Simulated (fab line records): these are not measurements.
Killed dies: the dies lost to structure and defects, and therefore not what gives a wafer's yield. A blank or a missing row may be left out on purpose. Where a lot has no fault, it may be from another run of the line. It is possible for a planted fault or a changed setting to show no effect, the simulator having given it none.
Struck lot and sound lot, side by side :: flow n5Finfet :: 16 out of 1938 route steps
Sound: these wafers, L611.1, L611.4, L611.5. Struck: wafer L617.2. (L617.4, L617.6 of the same lot were not struck and are left out.) The cause comes at the end.
Per side, at each step with rows, come the tool, then ch with its chambers, and then its first start. Under that, the readings that differ: sound wafers :: struck wafers :: difference of the means :: sigmas: that difference in standard deviations of wafers without a fault.
alike: readings with means less than 2 such deviations apart, plus words and numbers identical on both sides. not compared: withheld readings, readings lacking a value on some wafer, bounds such as >300 that could conceal the same value, and numbers that have no deviation in the record and whose values overlap.
A row with sigmas, a row that says differs or no value, or rows on one side alone: a step with any of these is where the two part. Non-overlapping numbers with no deviation appear without sigmas and do not part them. Lack of a reading on every wafer of one side parts them only where that side has two or more wafers.

first, 3 steps without rows for these wafers: N5_SD_EPI_N_EXPOSE_06 (exposes mask SD N BLK, target cd 120 nm); N5_SD_EPI_N_PEB_07 (peb time 60 s); N5_SD_EPI_N_DEVELOP_08 (develop time 30 s).
N5_SD_EPI_N_CD_MEAS_09: the cd target is 120 nm.
  sound on cdSem-02 ch 0, day 3 20:35; struck on cdSem-02 ch 0, day 5 11:28
  alike: cdNm
N5_SD_EPI_N_OVL_MEAS_10:
  sound on overlay-01 ch 0, day 3 20:39; struck on overlay-02 ch 0, day 5 11:30
  alike: SD_N_BLK_OVL
N5_SD_EPI_N_INSPECT_11: inspects for defects (macro).
  struck on defectInspect-02, day 5 11:31; sound on defectInspect-02, day 3 20:40
reading: rawDefectCount
sound: 0 3 2
struck: 5
difference: +3
sigmas: +2
N5_SD_EPI_N_DESCUM_14: chemistry O2, time 7.9 s.
  sound on rieDiel-02 ch 1,2, day 3 20:43; struck on rieDiel-02 ch 3, day 5 11:56
reading: tempC (C)
sound: 39.97 40.07 39.98
struck: 40.24
difference: +0.23
sigmas: +2
  alike: drypumpMotorCurrentA, oesProductAu, rfVppV, showerheadPlenumPTorr, throttleValvePct
  not compared: rfHoursCounterH
N5_SD_EPI_N_ETCH_34: etches SiARC in CF4, target depth 45.5 nm, time 75.8 s.
  sound on rieDiel-02 ch 1,2, day 3 20:44; struck on rieDiel-02 ch 3, day 5 11:58
  alike: drypumpMotorCurrentA, etchRfOnTimeS, oesProductAu, rfVppV, showerheadPlenumPTorr, throttleValvePct
  not compared: rfHoursCounterH
N5_SD_EPI_N_ETCH_35: etches SOC in N2/H2, overetch 108 nm, time 486 s.
  sound on rieDiel-02 ch 1,2, day 3 20:48; struck on rieDiel-02 ch 3, day 5 12:02
  alike: drypumpMotorCurrentA, oesProductAu, rfVppV, showerheadPlenumPTorr, tempC, throttleValvePct
  not compared: rfHoursCounterH
then, 1 step without rows for these wafers: N5_SD_EPI_N_STRIP_36 (strips in N2/H2).
N5_SD_EPI_N_ETCHBACK_44: etches SiNx in CH3F/O2, stops on SiO2, target depth 14.5 nm.
  sound on rieDiel-02 ch 1,2, day 3 21:07; struck on rieDiel-02 ch 3, day 5 12:21
  alike: drypumpMotorCurrentA, oesProductAu, rfVppV, showerheadPlenumPTorr, throttleValvePct
  not compared: rfHoursCounterH
N5_SD_EPI_N_ETCH_45: etches SiOCN in CH3F/O2, target depth 6 nm.
  sound on rieDiel-02 ch 1,2, day 3 21:13; struck on rieDiel-02 ch 3, day 5 12:27
  alike: drypumpMotorCurrentA, oesProductAu, rfVppV, showerheadPlenumPTorr, throttleValvePct
  not compared: rfHoursCounterH
N5_SD_EPI_N_ETCH_16: etches SiO2 in CHF3/O2, target depth 5 nm.
  sound on rieDiel-02 ch 1,2, day 3 21:19; struck on rieDiel-02 ch 3, day 5 12:33
reading: oesProductAu (a.u.)
sound: 0.69 0.86 0.69
struck: 1.02
difference: +0.27
sigmas: +3

reading: model.etch.depthNm (nm)
sound: 4.949 4.959 4.944
struck: 7.788
difference: +2.837
sigmas: 

reading: model.SiARC_of_SD_EPI_N_COAT_33.thkNm (nm)
sound: 12 12 12
struck: 10.8
difference: -1.2
sigmas: 
  alike: drypumpMotorCurrentA, rfVppV, showerheadPlenumPTorr, throttleValvePct
  not compared: rfHoursCounterH
then, 1 step without rows for these wafers: N5_SD_EPI_N_STRIP_47 (strips in CHF3/O2).
-- the record jumps here: 7 days lie between the struck wafers' starts before and after (it left off in module SD_EPI_N and takes up again in module BEOL_M4, whose first step shown is number 1111 of the route) --
N5_BEOL_M4_RC_MEAS_101:
  sound on prober-02 ch 0, day 9 18:14; struck on prober-02 ch 0, day 12 03:14
reading: ION_P (uA/um)
sound: 454 455 451
struck: 470
difference: +17
sigmas: +2
  alike: DIBL_N, DIBL_P, IOFF_N, IOFF_P, ION_N, SS_N, SS_P, VT_N, VT_P
-- here the record skips 4 days between the struck wafers' starts before and after, leaving off in module BEOL_M4 and picking up in module PASSIVATION (first step shown: number 1936 of the route) --
N5_PASSIVATION_PROBE_49:
  record: rows for the struck wafers here (prober-02, day 16 14:56), none for the sound ones

== WHERE THEY PART ==
First at N5_SD_EPI_N_INSPECT_11; last, within this record, at N5_PASSIVATION_PROBE_49.

WHY: the cause the simulator had injected
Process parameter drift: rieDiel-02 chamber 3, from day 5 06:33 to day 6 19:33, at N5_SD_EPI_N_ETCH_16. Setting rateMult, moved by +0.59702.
